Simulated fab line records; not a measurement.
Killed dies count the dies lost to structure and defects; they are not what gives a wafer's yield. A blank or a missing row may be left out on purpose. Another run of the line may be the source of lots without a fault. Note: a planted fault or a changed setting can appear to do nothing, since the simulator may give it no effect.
A struck lot beside a sound one / flow n5_finfet / 37 steps out of a route of 1938
Sound: the wafers L433.2, L433.3, L433.6. Wafers L420.3, L420.4, L420.5 were the ones struck. The cause is given at the end.
Order at every step that has rows: each side's tool, ch and its chambers, its first start. Under that, the readings that differ: sound wafers / struck wafers / difference of the means / sigmas: that difference in standard deviations of wafers without a fault.
alike: words and numbers the same on both sides, and readings whose means are apart by under 2 such deviations; not compared: readings that were withheld, readings missing a value for some wafer, numbers with overlapping values and no deviation given by the record, and bounds like >300 which may hide the same value.
The two part at a step that has a row with sigmas, a row that says differs or no value, or rows on one side only. Numbers that have no deviation but don't overlap get no sigmas and don't part them. Lack of a reading on every wafer of one side parts them only where that side has two or more wafers.

first, 9 steps without rows for these wafers: N5_HKMG_FIN_PEB_47 (peb time 60 s); N5_HKMG_FIN_DEVELOP_48 (develop time 30 s); N5_HKMG_FIN_DESCUM_53 (chemistry O2, time 7.9 s); N5_HKMG_FIN_ETCH_54 (etches SiARC in CF4, target depth 45.5 nm, time 75.8 s); N5_HKMG_FIN_ETCH_55 (etches SOC in N2/H2, target depth 240 nm, time 300 s); N5_HKMG_FIN_STRIP_56 (strips in N2/H2); N5_HKMG_FIN_STRIP_57 (strips in CF4); N5_HKMG_FIN_ETCH_58 (etches SOC in N2/H2, target depth 215.8 nm, time 741 s); N5_HKMG_FIN_STRIP_93 (strips SOC in N2/H2, time 20 s).
N5_HKMG_FIN_WET_ETCH_76: etches Al2O3 in dNH4OH, stops on La2O3, target depth 2.25 nm, rinse time 30 s.
  sound on wet_bench-05 ch 4,5,6, day 8 23:58; struck on wet_bench-05 ch 1,3,5, day 5 19:46
  no value came back on the struck wafers for bath_heat_duty_pct (%), rinse_temp_c (C); on the sound wafers bath_heat_duty_pct (%) reads 7.0 4.9 7.2
then, 25 steps without rows for these wafers: N5_HKMG_FIN_STRIP_60 (strips in N2/H2, time 360 s); N5_HKMG_FIN_WET_ETCH_77 (etches La2O3 in dHCl, stops on HfO2, target depth 2 nm); N5_HKMG_FIN_WET_ETCH_78 (etches Al2O3 in dNH4OH, stops on La2O3, target depth 4.5 nm, rinse time 30 s); N5_HKMG_FIN_ALD_79 (deposits TiN, target thk 1.5 nm, pulse time 1 s, purge time 3 s); N5_HKMG_FIN_CVD_62 (deposits a-Si from Si2H6, target thk 3 nm, time 20.8 s); N5_HKMG_FIN_RTA_80 (time 2 s); N5_HKMG_FIN_PRECLEAN_64 (cleans in dHF, time 30 s); N5_HKMG_FIN_WET_ETCH_65 (etches a-Si in TMAH, stops on TiN, time 49 s, target depth 3 nm); N5_HKMG_FIN_WET_ETCH_81 (etches TiN in SC1, stops on HfO2, time 57 s, target depth 6 nm); N5_HKMG_FIN_WET_ETCH_82 (etches La2O3 in dHCl, stops on HfO2, target depth 2 nm, rinse time 30 s); N5_HKMG_FIN_ALD_36 (deposits TiN, target thk 1 nm, pulse time 1 s, purge time 3 s); N5_HKMG_FIN_PWFM_ALD_03 (deposits TiN, target thk 2 nm, pulse time 1 s, purge time 3 s); N5_HKMG_FIN_COAT_29 (time 60 s, resist thk 300 nm); N5_HKMG_FIN_COAT_30 (time 60 s, resist thk 35 nm); N5_HKMG_FIN_COAT_06 (resist thk 90 nm); N5_HKMG_FIN_EBR_08; N5_HKMG_FIN_SOFTBAKE_07 (time 60 s); N5_HKMG_FIN_EXPOSE_09 (exposes mask NWFM); N5_HKMG_FIN_PEB_10 (peb time 60 s); N5_HKMG_FIN_DEVELOP_11 (develop time 30 s); N5_HKMG_FIN_DESCUM_17 (chemistry O2, time 7.9 s); N5_HKMG_FIN_ETCH_31 (etches SiARC in CF4, target depth 45.5 nm, time 75.8 s); N5_HKMG_FIN_ETCH_32 (etches SOC in N2/H2, target depth 240 nm, time 300 s); N5_HKMG_FIN_STRIP_33 (strips in N2/H2); N5_HKMG_FIN_STRIP_34 (strips in CF4).
-- record jumps: 4 days separate the struck wafers' starts on either side; left off in module HKMG_FIN, taken up again in module BEOL_M4, whose first shown step is the route's number 1111 --
N5_BEOL_M4_RC_MEAS_101:
  sound on prober-01 ch 0, day 12 22:34; struck on prober-01 ch 0, day 9 17:41
reading=DIBL_N (mV/V); sound=37.4 38.9 39.5; struck=35.9 34.4 34.8; difference=-3.6; sigmas=-3
reading=IOFF_N (nA/um); sound=0.166 0.193 0.201; struck=34.909 29.144 29.042; difference=+30.845; sigmas=+99 or more
reading=IOFF_N_85C (nA/um); sound=3.2 3.6 3.8; struck=281.0 239.5 240.3; difference=+250.1; sigmas=+99 or more
reading=IOFF_N_LIN (nA/um); sound=0.077 0.087 0.090; struck=15.658 13.372 13.313; difference=+14.030; sigmas=+99 or more
reading=IOFF_N_LONG (nA/um); sound=5.52e-05 5.42e-05 5.45e-05; struck=0.009689 0.0099971 0.0099582; difference=+0.009827; sigmas=+99 or more
reading=ION_N (uA/um); sound=674 688 686; struck=964 951 933; difference=+267; sigmas=+24
reading=VT_N (mV); sound=248.7 249.4 247.1; struck=97.8 99.8 101.0; difference=-148.9; sigmas=-60
reading=VT_N_LONG (mV); sound=274.3 275.7 274.6; struck=125.1 124.1 125.2; difference=-150.1; sigmas=-71
reading=VT_P_LVT (mV); sound=-99.3 -96.1 -97.4; struck=-248.5 -253.0 -252.4; difference=-153.7; sigmas=-57
  alike: DIBL_P, IOFF_P, ION_P, SS_N, SS_P, VT_P
-- the record jumps here: 5 days lie between the struck wafers' starts before and after (it left off in module BEOL_M4 and takes up again in module PASSIVATION, whose first step shown is number 1936 of the route) --
N5_PASSIVATION_PROBE_49:
  struck on prober-01, day 14 08:02; sound on prober-01, day 17 16:40
reading=sort_bin_4_leakage (%); sound=0 0 0; struck=91.19 90.68 92.29; difference=+91.39; sigmas=
reading=sort_n_pass; sound=1064 1102 1098; struck=0 0 0; difference=-1088; sigmas=-57
reading=sort_yield_pct (%); sound=90.2 93.4 93.1; struck=0 0 0; difference=-92; sigmas=-58
  alike: defect_limited_yield, killed_at_M0_to_M3, killed_at_M4_up, killed_at_contacts, killed_at_front_end, killed_at_other, killed_dies, killed_on_rim, killed_open, killed_short, sort_bin_5_function, sort_bin_6_memory

## WHERE THEY PART
Earliest at N5_HKMG_FIN_WET_ETCH_76; latest, in this record, at N5_PASSIVATION_PROBE_49.

WHY: what had been put in by the simulator
Whole step skipped at N5_HKMG_FIN_WET_ETCH_76 on wet_bench-05, starting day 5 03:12. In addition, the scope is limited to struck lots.
